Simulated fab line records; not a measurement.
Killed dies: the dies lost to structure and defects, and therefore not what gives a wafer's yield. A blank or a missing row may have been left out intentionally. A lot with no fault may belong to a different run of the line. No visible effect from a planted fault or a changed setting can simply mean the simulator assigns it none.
fab line records ; flow nandHarc ; part 1 of 2: steps 1 to 4 of 6
record lots=23; wafers=69; lastDay=24
route steps=1159 shown A_STAIRCASE@532
lots that met no fault: from a run of the same line without faults
startH: hours from the record's first day to the start of the lot's first wafer shown ; waitH: hours from the lot's prior step to this one ; " as in the row above ; L1.1+2: a row that stands for several wafers ; - either no value or no given start ; * or withheld: withheld ; < > ~ a bound
route shown NAME@n: names a module that has steps shown in the file, with the first one's number in the route ; usual: the fault-free wafers' mean and standard deviation ; same: alike in all rows ; chamber/n: place in a boat ; sites: the reading at each site ; _std_site: standard deviation across them ; _edge_site: outer sites' mean less inner sites' ; radiusMm: how far each site lies from the wafer's centre ; mask NAME#n: copy n ; behind: tool/chamber where the wafer was last shaped ; hold: why the lot was held/for how many hours/how that ended ; device: the n, p or np transistor that did not switch ; end of line: the tests these same wafers got at the end of their route ; for a step that has no rows: nothing shown but its recipe ; killed: dies lost to structure and defects at the first sort, not the wafer's yield ; map: the dies of a wafer, with x for killed, . for not killed, _ for no die there
set.NAME: the run value of the setting; set.NAME@STEP: its run value at that earlier step ; model.NAME: the simulator's own value behind a step, which no gauge read
steps of the route over a sample of lots; a table a step, a row a wafer
services: when a tool's chamber went out of use (startH, in hours from the record's first day, below 0 if earlier), for how many hours, and the reason
## steps
# step NHARC_A_STAIRCASE_ETCH_170
# recipe targetDepthA=2000; timeS=66.667; ionEnergyEv=250; c4f6FlowSccm=25; o2FlowSccm=20; arFlowSccm=500; rfW=600; biasW=500; chemistry=C4F6/O2
# usual drypumpMotorCurrentA=5.8/0.38; o2FlowSccm=20.00/0.056; oesProductAu=0.967/0.016; rfVppV=548/3.4; showerheadPlenumPTorr=3.96/0.17; throttleValvePct=26.903/0.0094
lot.wafer;tool;chamber;startH;waitH;drypumpMotorCurrentA;o2FlowSccm;oesProductAu;rfHoursCounterH;rfVppV;showerheadPlenumPTorr;throttleValvePct
L074.3;rieDiel-11;0;-;-;5.5;19.92;0.974;14;550;4.11;26.894
L074.1;rieDiel-11;1;-;-;6.4;20.05;0.966;14;548;4.00;26.896
L074.5;rieDiel-11;2;-;-;5.5;20.01;1.001;-;552;4.22;26.906
L075.2;rieDiel-01;3;-;-;5.8;20.01;0.999;35;547;3.90;26.911
L075.3;rieDiel-01;1;-;-;6.0;19.95;0.980;35;543;3.69;26.906
L075.6;rieDiel-01;0;-;-;6.4;19.97;0.978;-;549;4.07;26.901
L076.2;rieDiel-01;0;-;-;6.4;20.00;0.968;34;550;4.07;26.912
L076.1;rieDiel-01;1;-;-;5.9;20.03;0.958;36;542;3.69;26.886
L076.5;rieDiel-01;3;-;-;5.8;20.17;0.968;-;547;3.90;26.917
L078.2;rieDiel-11;3;-;-;5.8;19.96;0.967;18;543;3.74;26.901
L078.5;rieDiel-11;0;-;-;5.5;20.03;0.969;-;552;4.11;26.893
L078.6;rieDiel-11;1;-;-;6.5;19.97;0.981;-;548;4.00;26.925
L077.3;rieDiel-01;3;-;-;5.8;19.93;0.976;40;545;3.90;26.910
L077.4;rieDiel-01;0;-;-;6.4;20.04;0.962;37;551;4.07;26.908
L077.5;rieDiel-01;3;-;-;5.8;20.00;0.970;-;547;3.90;26.912
L079.4;rieDiel-06;1;-;-;5.4;20.07;0.972;9;550;4.13;26.896
L079.1;rieDiel-06;0;-;-;6.3;20.01;0.969;7;545;3.85;26.915
L079.6;rieDiel-06;2;-;-;5.3;19.90;0.986;-;547;3.88;26.892
L080.2;rieDiel-06;1;-;-;5.5;20.01;0.968;9;550;4.13;26.909
L080.1;rieDiel-06;2;-;-;5.2;20.05;0.981;8;546;3.88;26.910
L080.6;rieDiel-06;3;-;-;5.4;20.04;0.974;-;552;4.10;26.905
L083.3;rieDiel-11;1;-;-;6.4;20.05;0.955;32;548;3.99;26.889
L083.4;rieDiel-11;3;-;-;5.8;20.01;0.943;31;541;3.73;26.898
L083.6;rieDiel-11;1;-;-;6.4;19.97;0.954;-;548;3.99;26.882
L082.3;rieDiel-01;3;-;-;5.8;20.01;0.977;51;546;3.89;26.912
L082.6;rieDiel-01;3;-;-;5.8;19.89;0.972;-;547;3.89;26.901
L082.4;rieDiel-01;0;-;-;6.4;20.04;0.977;-;550;4.06;26.909
L081.1;rieDiel-01;1;-;-;5.9;19.91;0.953;58;541;3.67;26.887
L081.3;rieDiel-01;0;-;-;6.4;19.96;0.953;57;550;4.06;26.908
L081.6;rieDiel-01;1;-;-;5.9;19.87;0.952;-;543;3.68;26.898
L084.3;rieDiel-06;1;-;-;5.4;20.00;0.978;15;551;4.13;26.907
L084.2;rieDiel-06;2;-;-;5.3;19.99;0.977;17;546;3.88;26.911
L084.6;rieDiel-06;0;-;-;6.3;20.02;0.970;-;547;3.85;26.906
L085.3;rieDiel-06;3;-;-;5.3;20.01;0.973;17;549;4.10;26.894
L085.1;rieDiel-06;1;-;-;5.5;20.02;0.980;16;552;4.13;26.890
L085.4;rieDiel-06;2;-;-;5.2;20.03;0.974;18;546;3.88;26.909
L086.2;rieDiel-01;0;-;-;6.4;20.00;0.988;68;549;4.05;26.912
L086.4;rieDiel-01;1;-;-;5.9;19.94;0.951;69;541;3.67;26.901
L086.5;rieDiel-01;3;-;-;5.8;19.88;0.966;-;547;3.88;26.914
L087.2;rieDiel-01;0;-;-;6.4;19.98;0.942;68;549;4.05;26.888
L087.1;rieDiel-01;1;-;-;5.9;19.95;0.938;69;542;3.67;26.902
L087.3;rieDiel-01;2;-;-;5.7;20.04;0.952;42;543;3.78;26.896
L088.2;rieDiel-06;1;-;-;5.4;20.04;0.957;34;551;4.12;26.899
L088.5;rieDiel-06;2;-;-;5.3;20.00;0.960;-;545;3.87;26.892
L088.6;rieDiel-06;3;-;-;5.4;19.92;0.959;-;551;4.09;26.906
L089.1;rieDiel-11;1;-;-;6.4;19.99;0.959;47;547;3.98;26.896
L089.4;rieDiel-11;2;-;-;5.5;20.08;0.972;49;552;4.20;26.891
L089.5;rieDiel-11;0;-;-;5.5;19.97;0.977;-;550;4.09;26.902
L092.2;rieDiel-01;2;-;-;5.7;20.01;0.974;1;544;3.78;26.905
L092.1;rieDiel-01;3;-;-;5.8;19.92;0.974;1;546;3.88;26.898
L092.4;rieDiel-01;1;-;-;5.9;19.98;0.977;-;553;4.23;26.917
L091.1;rieDiel-01;1;-;-;5.9;19.98;0.986;1;554;4.23;26.908
L091.3;rieDiel-01;2;-;-;5.7;19.94;0.992;1;544;3.78;26.906
L091.5;rieDiel-01;2;-;-;5.7;19.99;0.993;-;543;3.78;26.896
L093.3;rieDiel-01;0;-;-;6.4;19.96;0.994;2;549;4.05;26.901
L093.1;rieDiel-01;1;-;-;5.9;20.14;0.970;6;554;4.22;26.906
L093.2;rieDiel-01;2;-;-;5.7;20.03;0.984;6;545;3.78;26.911
L094.1;rieDiel-11;3;-;-;5.8;20.00;0.950;59;542;3.71;26.902
L094.3;rieDiel-11;1;-;-;6.4;20.05;0.959;58;548;3.98;26.892
L094.5;rieDiel-11;3;-;-;5.7;19.99;0.952;-;542;3.71;26.910
L095.2;rieDiel-06;1;-;-;5.4;20.07;0.976;49;552;4.11;26.911
L095.4;rieDiel-06;2;-;-;5.3;20.03;0.982;46;546;3.86;26.902
L095.5;rieDiel-06;0;-;-;6.3;20.05;0.978;-;546;3.83;26.895
L096.4;rieDiel-11;0;-;-;5.5;19.99;0.938;62;549;4.08;26.891
L096.1;rieDiel-11;1;-;-;6.4;19.95;0.933;62;548;3.97;26.886
L096.5;rieDiel-11;3;-;-;5.7;20.10;0.937;-;542;3.71;26.897
L097.3;rieDiel-06;0;-;-;6.3;20.02;0.928;50;545;3.83;26.909
L097.2;rieDiel-06;1;-;-;5.5;19.98;0.957;49;552;4.11;26.898
L097.1;rieDiel-06;3;-;-;5.4;20.06;0.937;44;550;4.08;26.900
# step NHARC_A_STAIRCASE_ETCH_21
# recipe targetDepthA=1000; timeS=40.5; ionEnergyEv=400; c4f8FlowSccm=20; o2FlowSccm=10; arFlowSccm=withheld; rfW=600; biasW=1000; chemistry=C4F8/O2
# usual oesProductAu=0.949/0.016; rfVppV=898/5.7
lot.wafer;tool;chamber;startH;waitH;oesProductAu;rfHoursCounterH;rfVppV
L074.1;rieDiel-11;1;-;-;0.932;15;897
L074.3;rieDiel-11;2;-;-;0.948;15;907
L074.5;rieDiel-11;0;-;-;0.940;-;903
L075.2;rieDiel-01;2;-;-;0.939;37;892
L075.3;rieDiel-01;0;-;-;0.944;36;901
L075.6;rieDiel-01;3;-;-;0.961;-;896
L076.2;rieDiel-11;2;-;-;0.944;16;906
L076.1;rieDiel-11;3;-;-;0.939;16;889
L076.5;rieDiel-11;1;-;-;0.961;-;898
L077.3;rieDiel-01;2;-;-;0.961;41;891
L077.4;rieDiel-01;0;-;-;0.948;-;903
L077.5;rieDiel-01;1;-;-;0.953;-;889
L078.2;rieDiel-11;3;-;-;0.936;20;889
L078.5;rieDiel-11;0;-;-;0.934;-;902
L078.6;rieDiel-11;1;-;-;0.936;-;899
L080.2;rieDiel-11;2;-;-;0.978;29;905
L080.1;rieDiel-11;0;-;-;0.963;29;901
L080.6;rieDiel-11;2;-;-;0.985;-;906
L079.1;rieDiel-01;1;-;-;0.913;52;887
L079.4;rieDiel-01;1;-;-;0.915;-;887
L079.6;rieDiel-01;3;-;-;0.932;-;895
L083.4;rieDiel-11;0;-;-;0.957;32;903
L083.3;rieDiel-11;2;-;-;0.966;32;904
L083.6;rieDiel-11;1;-;-;0.958;-;900
L082.3;rieDiel-06;2;-;-;0.960;13;894
L082.4;rieDiel-06;3;-;-;0.975;11;903
L082.6;rieDiel-06;3;-;-;0.978;-;902
L081.1;rieDiel-11;1;-;-;0.953;36;897
L081.3;rieDiel-11;3;-;-;0.954;34;889
L081.6;rieDiel-11;2;-;-;0.953;-;905
L084.2;rieDiel-06;0;-;-;0.960;18;893
L084.3;rieDiel-06;3;-;-;0.945;17;903
L084.6;rieDiel-06;0;-;-;0.942;-;894
L085.1;rieDiel-11;1;-;-;0.927;38;900
L085.4;rieDiel-11;2;-;-;0.947;40;906
L085.3;rieDiel-11;3;-;-;0.949;38;891
L087.2;rieDiel-01;3;-;-;0.936;66;895
L087.1;rieDiel-01;1;-;-;0.926;71;888
L087.3;rieDiel-01;2;-;-;0.946;43;893
L086.2;rieDiel-06;0;-;-;0.938;31;893
L086.4;rieDiel-06;1;-;-;0.927;30;903
L086.5;rieDiel-06;3;-;-;0.943;-;903
L088.2;rieDiel-11;0;-;-;0.958;49;901
L088.6;rieDiel-11;0;-;-;0.954;-;903
L088.5;rieDiel-11;1;-;-;0.972;-;898
L089.4;rieDiel-06;1;-;-;0.939;35;902
L089.1;rieDiel-06;3;-;-;0.930;31;901
L089.5;rieDiel-06;0;-;-;0.931;-;893
L091.1;rieDiel-06;3;-;-;0.945;33;901
L091.3;rieDiel-06;1;-;-;0.954;38;903
L091.5;rieDiel-06;0;-;-;0.936;-;894
L092.1;rieDiel-11;0;-;-;0.935;53;902
L092.4;rieDiel-11;2;-;-;0.935;54;907
L092.2;rieDiel-11;3;-;-;0.927;54;890
L093.3;rieDiel-01;3;-;-;0.948;8;894
L093.1;rieDiel-01;1;-;-;0.966;8;907
L093.2;rieDiel-01;2;-;-;0.957;8;891
L094.3;rieDiel-01;2;-;-;0.965;12;890
L094.1;rieDiel-01;3;-;-;0.977;11;894
L094.5;rieDiel-01;1;-;-;0.949;-;907
L096.4;rieDiel-01;3;-;-;0.973;15;893
L096.1;rieDiel-01;0;-;-;0.992;10;901
L096.5;rieDiel-01;1;-;-;0.975;-;905
L097.2;rieDiel-01;2;-;-;0.978;16;891
L097.3;rieDiel-01;3;-;-;0.931;15;893
L097.1;rieDiel-01;0;-;-;0.965;11;901
L095.4;rieDiel-11;3;-;-;0.932;66;889
L095.2;rieDiel-11;1;-;-;0.925;64;899
L095.5;rieDiel-11;3;-;-;0.929;-;889
# step NHARC_A_STAIRCASE_ETCH_188
# recipe targetDepthA=1000; timeS=40.5; ionEnergyEv=400; c4f8FlowSccm=20; o2FlowSccm=10; arFlowSccm=withheld; rfW=600; biasW=1000; chemistry=C4F8/O2
# usual oesProductAu=0.936/0.011; rfVppV=898/5.2
lot.wafer;tool;chamber;startH;waitH;oesProductAu;rfHoursCounterH;rfVppV
L074.1;rieDiel-06;2;-;-;0.923;65;894
L074.3;rieDiel-06;3;-;-;0.924;72;902
L074.5;rieDiel-06;2;-;-;0.930;-;896
L076.1;rieDiel-11;0;-;-;0.954;18;900
L076.2;rieDiel-11;1;-;-;0.939;18;900
L076.5;rieDiel-11;2;-;-;0.952;-;905
L075.3;rieDiel-11;2;-;-;0.930;18;905
L075.2;rieDiel-11;1;-;-;0.924;18;899
L075.6;rieDiel-11;2;-;-;0.928;-;905
L078.2;rieDiel-11;2;-;-;0.955;22;905
L078.6;rieDiel-11;0;-;-;0.939;-;901
L078.5;rieDiel-11;1;-;-;0.943;-;899
L077.4;rieDiel-06;2;-;-;0.952;1;894
L077.3;rieDiel-06;1;-;-;0.951;1;903
L077.5;rieDiel-06;2;-;-;0.952;-;895
L080.1;rieDiel-06;3;-;-;0.944;8;900
L080.2;rieDiel-06;0;-;-;0.944;9;893
L080.6;rieDiel-06;0;-;-;0.931;-;893
L079.1;rieDiel-01;1;-;-;0.925;53;888
L079.6;rieDiel-01;3;-;-;0.936;-;896
L079.4;rieDiel-01;0;-;-;0.936;-;900
L083.3;rieDiel-06;2;-;-;0.957;13;895
L083.4;rieDiel-06;3;-;-;0.953;12;902
L083.6;rieDiel-06;1;-;-;0.952;-;903
L082.4;rieDiel-11;1;-;-;0.932;34;899
L082.3;rieDiel-11;3;-;-;0.930;33;891
L082.6;rieDiel-11;1;-;-;0.931;-;897
L081.1;rieDiel-06;1;-;-;0.954;14;904
L081.3;rieDiel-06;3;-;-;0.929;15;901
L081.6;rieDiel-06;1;-;-;0.945;-;902
L084.2;rieDiel-06;0;-;-;0.928;19;894
L084.3;rieDiel-06;1;-;-;0.934;17;903
L084.6;rieDiel-06;2;-;-;0.937;-;895
L085.3;rieDiel-01;0;-;-;0.957;65;900
L085.1;rieDiel-01;1;-;-;0.941;66;887
L085.4;rieDiel-01;0;-;-;0.943;-;900
L087.2;rieDiel-11;0;-;-;0.933;44;901
L087.1;rieDiel-11;1;-;-;0.933;43;898
L087.3;rieDiel-11;3;-;-;0.938;45;888
L086.2;rieDiel-11;3;-;-;0.930;45;889
L086.4;rieDiel-11;0;-;-;0.943;44;902
L086.5;rieDiel-11;3;-;-;0.929;-;890
L089.4;rieDiel-06;0;-;-;0.922;38;894
L089.1;rieDiel-06;2;-;-;0.934;34;893
L089.5;rieDiel-06;1;-;-;0.935;-;902
L088.2;rieDiel-11;3;-;-;0.916;51;889
L088.5;rieDiel-11;2;-;-;0.926;-;904
L088.6;rieDiel-11;3;-;-;0.921;-;888
L091.3;rieDiel-06;0;-;-;0.956;40;892
L091.1;rieDiel-06;2;-;-;0.950;36;895
L091.5;rieDiel-06;0;-;-;0.952;-;891
L092.4;rieDiel-11;1;-;-;0.914;53;898
L092.2;rieDiel-11;2;-;-;0.942;55;906
L092.1;rieDiel-11;0;-;-;0.936;54;901
L093.3;rieDiel-06;3;-;-;0.947;38;901
L093.2;rieDiel-06;0;-;-;0.936;44;892
L093.1;rieDiel-06;1;-;-;0.943;43;902
L094.3;rieDiel-01;1;-;-;0.916;12;907
L094.1;rieDiel-01;3;-;-;0.933;12;895
L094.5;rieDiel-01;0;-;-;0.930;-;899
L096.4;rieDiel-06;0;-;-;0.924;52;891
L096.1;rieDiel-06;1;-;-;0.922;51;902
L096.5;rieDiel-06;2;-;-;0.918;-;893
L097.3;rieDiel-06;2;-;-;0.940;49;895
L097.1;rieDiel-06;0;-;-;0.927;52;893
L097.2;rieDiel-06;1;-;-;0.941;51;901
L095.4;rieDiel-06;3;-;-;0.940;48;901
L095.2;rieDiel-06;0;-;-;0.930;53;892
L095.5;rieDiel-06;2;-;-;0.937;-;894
# step NHARC_A_STAIRCASE_TRIM_189
# recipe timeS=211.2; o2FlowSccm=500; arFlowSccm=0; biasW=0; chemistry=O2
# usual drypumpMotorCurrentA=5.7/0.41; o2FlowSccm=499.9/1.5; oesProductAu=0.997/0.0064; rfVppV=57.9/0.88; showerheadPlenumPTorr=3.57/0.14; throttleValvePct=17.038/0.0097
lot.wafer;tool;chamber;startH;waitH;drypumpMotorCurrentA;o2FlowSccm;oesProductAu;rfHoursCounterH;rfVppV;showerheadPlenumPTorr;throttleValvePct
L074.1;rieDiel-06;0;-;-;6.3;501.0;0.995;72;58.4;3.47;17.032
L074.3;rieDiel-06;3;-;-;5.4;501.2;0.987;72;59.0;3.70;17.048
L074.5;rieDiel-06;0;-;-;6.3;499.8;0.981;-;56.4;3.47;17.020
L076.1;rieDiel-11;3;-;-;5.7;499.0;0.992;18;57.6;3.36;17.029
L076.2;rieDiel-11;0;-;-;5.5;502.0;1.000;18;58.9;3.70;17.037
L076.5;rieDiel-11;3;-;-;5.7;500.4;0.998;-;57.7;3.36;17.048
L075.3;rieDiel-11;0;-;-;5.5;500.8;1.012;19;58.1;3.70;17.030
L075.2;rieDiel-11;2;-;-;5.5;501.1;1.008;18;58.4;3.80;17.029
L075.6;rieDiel-11;0;-;-;5.5;497.2;1.001;-;60.0;3.70;17.064
L078.2;rieDiel-11;2;-;-;5.5;500.7;1.009;22;58.0;3.80;17.054
L078.6;rieDiel-11;1;-;-;6.4;497.6;0.999;-;58.8;3.60;17.031
L078.5;rieDiel-11;2;-;-;5.5;499.8;0.999;-;57.9;3.80;17.046
L077.3;rieDiel-06;0;-;-;6.3;501.0;0.993;1;56.8;3.47;17.038
L077.4;rieDiel-06;1;-;-;5.4;498.8;0.993;1;59.0;3.73;17.025
L077.5;rieDiel-06;1;-;-;5.4;500.0;1.002;-;58.7;3.73;17.044
L080.2;rieDiel-06;2;-;-;5.3;499.8;1.011;9;57.6;3.49;17.035
L080.1;rieDiel-06;3;-;-;5.4;500.3;1.004;8;57.7;3.69;17.035
L080.6;rieDiel-06;0;-;-;6.3;498.7;0.995;-;58.1;3.46;17.031
L079.1;rieDiel-01;1;-;-;5.9;499.0;0.993;53;57.7;3.30;17.023
L079.4;rieDiel-01;1;-;-;5.9;500.0;0.991;-;57.5;3.30;17.045
L079.6;rieDiel-01;0;-;-;6.4;499.7;0.999;-;58.7;3.65;17.044
L083.4;rieDiel-06;0;-;-;6.3;499.6;0.994;13;57.2;3.46;17.040
L083.3;rieDiel-06;2;-;-;5.2;499.7;1.007;13;56.3;3.49;17.026
L083.6;rieDiel-06;0;-;-;6.3;502.3;0.990;-;58.8;3.46;17.029
L082.4;rieDiel-11;1;-;-;6.4;498.8;0.995;34;55.9;3.59;17.034
L082.3;rieDiel-11;2;-;-;5.5;500.2;1.001;33;59.0;3.79;17.061
L082.6;rieDiel-11;3;-;-;5.7;498.4;0.995;-;57.3;3.35;17.049
L081.1;rieDiel-06;0;-;-;6.3;500.1;0.990;16;57.2;3.46;17.047
L081.3;rieDiel-06;1;-;-;5.5;500.1;0.999;14;59.4;3.72;17.038
L081.6;rieDiel-06;3;-;-;5.4;497.9;1.002;-;57.7;3.69;17.037
L084.3;rieDiel-06;1;-;-;5.4;500.1;0.995;17;57.4;3.72;17.040
L084.2;rieDiel-06;2;-;-;5.3;499.2;0.998;19;58.5;3.48;17.047
L084.6;rieDiel-06;0;-;-;6.3;498.2;0.992;-;59.1;3.46;17.051
L085.1;rieDiel-01;3;-;-;5.8;502.0;1.005;61;57.4;3.49;17.045
L085.3;rieDiel-01;0;-;-;6.4;496.9;1.010;65;57.9;3.65;17.025
L085.4;rieDiel-01;3;-;-;5.8;503.5;1.007;-;57.8;3.49;17.037
L087.1;rieDiel-11;0;-;-;5.5;501.3;0.998;44;59.3;3.68;17.029
L087.3;rieDiel-11;1;-;-;6.4;499.9;0.986;44;58.4;3.58;17.016
L087.2;rieDiel-11;2;-;-;5.5;499.8;1.003;46;59.1;3.78;17.016
L086.2;rieDiel-11;2;-;-;5.5;496.4;0.995;46;58.2;3.78;17.034
L086.4;rieDiel-11;3;-;-;5.8;499.0;0.996;45;58.5;3.34;17.051
L086.5;rieDiel-11;3;-;-;5.7;498.6;0.997;-;57.0;3.34;17.033
L089.1;rieDiel-06;3;-;-;5.4;501.1;0.996;32;57.6;3.68;17.041
L089.4;rieDiel-06;1;-;-;5.5;498.8;1.001;37;58.2;3.70;17.051
L089.5;rieDiel-06;3;-;-;5.4;502.9;0.986;-;57.5;3.68;17.030
L088.2;rieDiel-11;2;-;-;5.5;499.4;0.999;53;60.4;3.78;17.038
L088.6;rieDiel-11;2;-;-;5.5;500.1;0.998;-;58.8;3.78;17.028
L088.5;rieDiel-11;3;-;-;5.8;500.8;0.998;-;57.2;3.34;17.047
L091.3;rieDiel-06;3;-;-;5.4;499.1;0.996;34;59.5;3.68;17.051
L091.1;rieDiel-06;0;-;-;6.3;501.8;1.000;40;57.6;3.45;17.034
L091.5;rieDiel-06;0;-;-;6.3;501.2;1.003;-;58.5;3.45;17.030
L092.1;rieDiel-11;2;-;-;5.5;499.5;1.008;55;59.0;3.78;17.035
L092.2;rieDiel-11;3;-;-;5.7;501.7;0.998;55;58.6;3.34;17.054
L092.4;rieDiel-11;0;-;-;5.4;500.4;0.997;54;58.1;3.68;17.050
L093.1;rieDiel-06;2;-;-;5.3;498.2;1.007;40;56.8;3.47;17.041
L093.3;rieDiel-06;3;-;-;5.4;501.2;0.994;38;57.9;3.68;17.026
L093.2;rieDiel-06;0;-;-;6.3;499.6;0.978;44;56.0;3.44;17.023
L094.3;rieDiel-01;3;-;-;5.8;498.1;1.000;12;58.2;3.48;17.032
L094.1;rieDiel-01;1;-;-;5.9;500.6;0.999;12;59.8;3.80;17.043
L094.5;rieDiel-01;0;-;-;6.4;497.7;1.000;-;57.0;3.64;17.046
L096.1;rieDiel-06;2;-;-;5.3;502.7;0.993;49;59.0;3.47;17.030
L096.4;rieDiel-06;1;-;-;5.4;501.2;0.994;51;58.0;3.70;17.039
L096.5;rieDiel-06;3;-;-;5.4;501.2;1.001;-;57.6;3.67;17.038
L097.1;rieDiel-06;3;-;-;5.3;499.7;0.982;47;55.7;3.67;17.043
L097.2;rieDiel-06;0;-;-;6.3;500.2;0.992;52;59.5;3.44;17.035
L097.3;rieDiel-06;1;-;-;5.4;498.2;1.002;51;57.9;3.70;17.043
L095.2;rieDiel-06;1;-;-;5.5;502.1;0.999;52;57.8;3.70;17.051
L095.4;rieDiel-06;3;-;-;5.3;501.1;0.987;48;58.3;3.67;17.041
L095.5;rieDiel-06;1;-;-;5.5;499.5;1.003;-;57.5;3.70;17.036
